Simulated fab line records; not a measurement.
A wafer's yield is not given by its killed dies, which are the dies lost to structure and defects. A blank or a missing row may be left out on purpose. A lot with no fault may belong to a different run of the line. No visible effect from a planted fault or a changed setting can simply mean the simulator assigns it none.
Matching of chambers + flow n5-finfet + 3 sister chambers for N5_BEOL_M6_PECVD_70 on pecvd-01
The step deposits SiO2 from TEOS/O2, target thk 20 nm, time 22.7 s. 3 wafers are shown with their chamber, then 10 later ones without.

== WAFERS WITH THEIR CHAMBER ==
| wafer  | chamber | throttle-valve-pct (%) |
|--------|---------|------------------------|
| L085.6 | 1       | 21.9                   |
| L087.2 | 2       | 22.8                   |
| L087.3 | 0       | 23.6                   |

== WAFERS MISSING THEIR CHAMBER ==
| wafer  | throttle-valve-pct (%) |
|--------|------------------------|
| L087.5 | 21.7                   |
| L092.1 | 23.8                   |
| L092.2 | 21.8                   |
| L092.5 | 23.8                   |
| L091.1 | 21.8                   |
| L091.4 | 21.9                   |
| L091.6 | 23.7                   |
| L094.1 | 22.6                   |
| L094.4 | 21.9                   |
| L094.5 | 22.8                   |

== EACH ONE'S CHAMBER ==
| wafer  | from the rows above | in truth |
|--------|---------------------|----------|
| L087.5 | 1                   | 1        |
| L092.1 | 0                   | 0        |
| L092.2 | 1                   | 1        |
| L092.5 | 0                   | 0        |
| L091.1 | 1                   | 1        |
| L091.4 | 1                   | 1        |
| L091.6 | 0                   | 0        |
| L094.1 | 2                   | 2        |
| L094.4 | 1                   | 1        |
| L094.5 | 2                   | 2        |
10 of 10 placed correctly. Not placeable from these rows: 0. Placed wrongly: 0.
How it was worked out, from the rows above alone: a wafer's distance from a chamber is the root of the sum, over the readings, of the square of ((its reading less the chamber's mean) divided by the reading's scatter). If the next closest chamber is less than 2 further off than the closest, the wafer can't be placed; otherwise it belongs to the closest. A chamber's mean is the mean of its shown wafers. The scatter: root of mean squared gap, hidden wafer to nearest shown wafer, with one shown wafer a chamber.
